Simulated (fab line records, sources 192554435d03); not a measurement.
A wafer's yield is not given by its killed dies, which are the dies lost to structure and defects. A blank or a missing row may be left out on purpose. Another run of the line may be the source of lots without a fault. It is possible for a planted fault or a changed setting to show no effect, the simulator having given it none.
Chamber matching	flow n5Finfet	pecvd-03 running N5_BEOL_M3_ILD_DEP_00: 3 sister chambers
The step deposits SiOC from DEMS/O2, target thk 79 nm, time 15.3 s. 14 wafers are shown with their chamber, then 7 later ones without.

WAFERS PAIRED WITH THEIR CHAMBERS
wafer	chamber	heaterPowerW (W)	showerheadPlenumPTorr (Torr)	throttleValvePct (%)
L080.3	1	464	5.685	11.1
L080.4	0	580	5.714	11.4
L080.5	1	456	5.704	11.6
L082.3	0	599	5.708	11.3
L082.4	1	489	5.710	11.5
L082.5	2	431	5.723	11.3
L088.1	1	457	5.697	11.4
L088.3	2	506	5.720	11.5
L088.4	0	614	5.723	11.6
L094.1	0	561	5.703	11.7
L094.5	0	550	5.720	11.4
L094.6	1	413	5.709	11.5
L095.2	0	624	5.719	11.4
L095.3	2	502	5.733	11.7

SIGNATURES (means of the wafers above)
reading	chamber 0	chamber 1	chamber 2	scatter within a chamber
heaterPowerW	588.00	455.80	479.67	31.5
showerheadPlenumPTorr	5.71450	5.70100	5.72533	0.00861
throttleValvePct	11.467	11.420	11.500	0.176
Rule: a wafer lies at a distance from a chamber equal to the root of the sum of squares, over the readings, of (its reading less the chamber's mean, divided by the reading's scatter). The wafer belongs to the nearest chamber; if the next one is less than 2 further off, it can't be placed. The scatter: take each reading less its chamber's mean, square it, sum over the shown wafers, divide by the number of wafers less the number of chambers, and take the root.

WAFERS WITH NO CHAMBER GIVEN
wafer	heaterPowerW (W)	showerheadPlenumPTorr (Torr)	throttleValvePct (%)
L095.4	429	5.706	11.7
L096.2	483	5.700	11.4
L096.4	583	5.717	11.4
L096.6	480	5.725	11.5
L097.3	437	5.705	11.6
L097.5	533	5.716	11.5
L097.6	521	5.718	11.7

WHICH CHAMBER EACH ONE RAN IN
wafer	from the rows above	in truth
L095.4	can't be placed: 1 or 2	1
L096.2	1	1
L096.4	0	0
L096.6	2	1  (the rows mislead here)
L097.3	can't be placed: 1 or 2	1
L097.5	can't be placed: 0 or 2 or 1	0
L097.6	can't be placed: 2 or 0 or 1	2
Placed correctly: 2 of 7. Can't be placed from these rows: 4 (the true chamber is among the candidates in 4). Placed wrongly: 1.
